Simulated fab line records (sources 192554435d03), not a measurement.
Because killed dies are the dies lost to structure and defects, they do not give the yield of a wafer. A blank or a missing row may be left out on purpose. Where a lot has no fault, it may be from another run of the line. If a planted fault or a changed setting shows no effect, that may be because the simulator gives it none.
Comparing a struck lot with a sound one | flow n5Finfet | 17 steps out of a route of 1938
Sound: these wafers, L373.2, L373.3, L373.5. Wafers L384.4, L384.6 were the ones struck. The cause comes at the end.
Per side, at each step with rows, come the tool, then ch with its chambers, and then its first start. Under that, the readings that differ: sound wafers | struck wafers | difference of the means | sigmas: that difference in standard deviations of wafers without a fault.
alike: readings with means less than 2 such deviations apart, plus words and numbers identical on both sides. not compared: withheld readings, readings lacking a value on some wafer, bounds such as >300 that could conceal the same value, and numbers that have no deviation in the record and whose values overlap.
Wherever a step has rows on one side only, a row that says differs or no value, or a row with sigmas, the two part there. When numbers do not overlap yet have no deviation, they are printed without sigmas and do not part them. A reading missing from all wafers of one side parts the sides only when that side holds two or more wafers.

N5_FIN_SAQP_INSPECT_18: inspects for defects (brightfield).
  sound on defectInspect-01 at day 3 04:16; struck on defectInspect-02 at day 5 21:35
  alike: rawDefectCount
N5_FIN_SAQP_DESCUM_21: chemistry O2, time 7.9 s.
  sound on rieDiel-02 ch 1,3, day 3 04:38; struck on rieDiel-04 ch 0,3, day 5 21:38
  alike: drypumpMotorCurrentA, o2FlowSccm, oesProductAu, rfFwdPowerW, rfVppV, showerheadPlenumPTorr, throttleValvePct
  not compared: rfHoursCounterH
N5_FIN_SAQP_ETCH_51: etches SiARC in CF4, target depth 45.5 nm, time 75.8 s.
  sound on rieDiel-02 ch 1,3, day 3 04:40; struck on rieDiel-04 ch 0,3, day 5 21:40
  alike: drypumpMotorCurrentA, etchRfOnTimeS, oesProductAu, rfFwdPowerW, rfVppV, showerheadPlenumPTorr, throttleValvePct
  not compared: rfHoursCounterH
then, 5 steps without rows for these wafers: N5_FIN_SAQP_ETCH_52 (etches SOC in N2/H2, target depth 100 nm, overetch 20 nm, time 150 s); N5_FIN_SAQP_STRIP_53 (strips in N2/H2); N5_FIN_SAQP_HM_OPEN_73 (chemistry CHF3/O2, target SiO2, stops on a-Si, target depth 12 nm, time 16.8 s); N5_FIN_SAQP_STRIP_74 (strips in CHF3/O2); N5_FIN_SAQP_MANDREL_ETCH_22 (etches a-Si in HBr/Cl2, stops on SiNx, target depth 60 nm, bt time 10 s, time 30 s).
N5_FIN_SAQP_STRIP_55: strips in N2/H2.
  sound on rieDiel-02 ch 0,3, day 3 05:01; struck on rieDiel-05 ch 1,2, day 5 22:03
  alike: drypumpMotorCurrentA, oesProductAu, powerW, rfVppV, showerheadPlenumPTorr, throttleValvePct
  not compared: rfHoursCounterH
then, 2 steps without rows for these wafers: N5_FIN_SAQP_STRIP_23 (strips in SPM, time 750 s); N5_FIN_SAQP_SRD_66 (time 30 s).
N5_FIN_SAQP_RECESS_75: chemistry HF/NH3, target SiO2, target depth 14.4 nm, afs cycles 3, sublimation time 60 s.
  sound on vaporEtch-02 ch 1, day 3 05:20; struck on vaporEtch-02 ch 1, day 5 22:28
  alike: drypumpMotorCurrentA
N5_FIN_SAQP_SPACER1_ALD_24: deposits SiO2, target thk 20.3 nm, pulse time 1 s, purge time 2 s.
  sound on aldSin-03 ch 1,3, day 3 05:54; struck on aldSin-03 ch 0,2, day 5 22:44
reading                                          | sound          | struck    | difference | sigmas
aldCycles                                        | 218 218 218    | 166 166   | -52        | 
model.SiO2_of_FIN_SAQP_SPACER1_ALD_24.thkNm (nm) | 20.2 20.4 20.4 | 15.6 15.4 | -4.8       | 
  alike: heaterPowerW, precursorPulseHeightRel
  not compared: sinceWetCleanH
then, 1 step without rows for these wafers: N5_FIN_SAQP_SPACER1_ETCHBACK_25 (etches SiO2 in CHF3/O2, target depth 24.4 nm, time 12.2 s).
N5_FIN_SAQP_MANDREL1_REMOVE_56: chemistry HBr/Cl2/O2, target a-Si, stops on SiNx, bt time 10 s.
  sound on rieSi-02 ch 1,3, day 3 06:47; struck on rieSi-02 ch 1,2, day 5 23:32
reading                  | sound        | struck    | difference | sigmas
model.FIN_SAQP.cdNm (nm) | 20 20.2 20.2 | 15.4 15.4 | -4.7       | 
  alike: O2_flow_sccm, drypumpMotorCurrentA, oesProductAu, rfFwdPowerW, throttleValvePct
  not compared: rfHoursCounterH
N5_FIN_SAQP_CD_MEAS_27: target cd 20 nm.
  sound on cdSem-01 ch 0, day 3 06:53; struck on cdSem-02 ch 0, day 5 23:40
reading   | sound             | struck      | difference | sigmas
cdNm (nm) | 19.95 20.27 20.62 | 15.09 15.35 | -5.06      | -19
N5_FIN_SAQP_ETCH_57: etches SiNx in CH3F/O2, target depth 32.5 nm, time 46.4 s.
  sound on rieDiel-04 ch 0,2, day 3 07:01; struck on rieDiel-02 ch 0,3, day 5 23:42
reading                  | sound       | struck  | difference | sigmas
drypumpMotorCurrentA (A) | 5.6 5.3 5.3 | 6.2 6.5 | +1.0       | +2
  alike: CH3F_flow_sccm, O2_flow_sccm, etchRfOnTimeS, oesProductAu, rfFwdPowerW, rfVppV, showerheadPlenumPTorr, throttleValvePct
  not compared: rfHoursCounterH

WHERE THEY PART
Earliest at N5_FIN_SAQP_CD_MEAS_27; latest, in this record, at N5_FIN_SAQP_ETCH_57.

WHY: what had been put in by the simulator
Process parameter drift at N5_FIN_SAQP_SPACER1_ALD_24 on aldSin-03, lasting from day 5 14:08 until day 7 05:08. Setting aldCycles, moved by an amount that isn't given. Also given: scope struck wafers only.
